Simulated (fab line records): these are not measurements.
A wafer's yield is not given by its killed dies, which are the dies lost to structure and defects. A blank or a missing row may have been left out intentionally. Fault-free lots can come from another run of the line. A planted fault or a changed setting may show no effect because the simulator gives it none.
A lot that was struck, set against a sound lot | flow n5-finfet | 15 steps out of a route of 1938
Sound: wafers L348.4, L348.5, L348.6. Wafers struck: L339.1, L339.2, L339.5. Last of all comes the cause.
For every step that has rows: the tool of each side, followed by ch and its chambers, followed by its first start. Under that, the readings that differ: sound wafers | struck wafers | difference of the means | sigmas: that difference in standard deviations of wafers without a fault.
alike: readings with means less than 2 such deviations apart, plus words and numbers identical on both sides. not compared: withheld readings, readings lacking a value on some wafer, bounds such as >300 that could conceal the same value, and numbers that have no deviation in the record and whose values overlap.
A row with sigmas, a row that says differs or no value, or rows on one side alone: a step with any of these is where the two part. Non-overlapping numbers with no deviation appear without sigmas and do not part them. Lack of a reading on every wafer of one side parts them only where that side has two or more wafers.

first, 1 step without rows for these wafers: N5_BEOL_M8_CURE_75 (cures SiCOH lowk, time 120 s).
N5_BEOL_M8_DEGAS_44: time 60 s.
  struck on pvd-sputter-03, day 10 22:52; sound on pvd-sputter-01, day 13 16:26
  alike: heater-power-w
then, 1 step without rows for these wafers: N5_BEOL_M8_PRE_CLEAN_45 (time 30 s).
N5_BEOL_M8_ALD_77: deposits TaN, target thk 2 nm, pulse time 2 s, purge time 3 s.
  sound on ald-metal-02 ch 0,1,3, day 13 16:32; struck on ald-metal-03 ch 0,2, day 10 23:00
  alike: heater-power-w
N5_BEOL_M8_SURFACE_TREAT_79:
  struck on pvd-sputter-01, day 10 23:37; sound on pvd-sputter-01, day 13 16:49
  not compared: throttle-valve-pct
then, 3 steps without rows for these wafers: N5_BEOL_M8_CVD_78 (deposits Co from CCTBA/H2, target thk 2 nm, time 142.3 s); N5_BEOL_M8_SPUTTER_48 (material Cu, target thk 10 nm, time 1.667 s); N5_BEOL_M8_ECD_50 (material Cu, target thk 300 nm).
N5_BEOL_M8_ANNEAL_51: time 90 s.
  sound on rtp-anneal-02 ch 0, day 13 18:04; struck on rtp-anneal-02 ch 0, day 11 04:16
  alike: wafer_temp_C_max
N5_BEOL_M8_CMP_52: polishes, stops on SiCOH lowk, t overpolish 6.9 s, target thk 80 nm.
  sound on cmp-01 ch 0,3, day 13 18:17; struck on cmp-01 ch 0,1, day 11 04:34
  alike: barrier-field-endpoint-s, motor-current-A, overpolish-run-s, time-to-endpoint-s
N5_BEOL_M8_THK_MEAS_53: measures by xrf.
  struck on film-metro-01, day 11 04:52; sound on film-metro-01, day 13 18:32
  alike: M8_THK
then, 1 step without rows for these wafers: N5_BEOL_M8_PRE_CLEAN_55 (time 15 s).
N5_BEOL_M8_DEP_56: deposits SiCN from 3MS/NH3, target thk 10 nm, time 17.5 s.
  sound on pecvd-03 ch 0,1,2, day 13 18:37; struck on pecvd-04 ch 0,1, day 11 05:08
  alike: rf-fwd-power-W, showerhead-plenum-p-Torr, throttle-valve-pct
N5_BEOL_M8_RS_MEAS_57: uses a four-point probe to measure.
  struck on film-metro-02, day 11 05:12; sound on film-metro-01, day 13 18:40
  alike: M8_RS
-- here the record skips 3 days between the struck wafers' starts before and after, leaving off in module BEOL_M8 and picking up in module PASSIVATION (first step shown: number 1936 of the route) --
N5_PASSIVATION_PROBE_49:
  the record has rows for the struck wafers here (prober-01, day 14 01:56) and none for the sound ones

## WHERE THEY PART
Within this record, at N5_PASSIVATION_PROBE_49 only.

WHY: what the simulator had put in
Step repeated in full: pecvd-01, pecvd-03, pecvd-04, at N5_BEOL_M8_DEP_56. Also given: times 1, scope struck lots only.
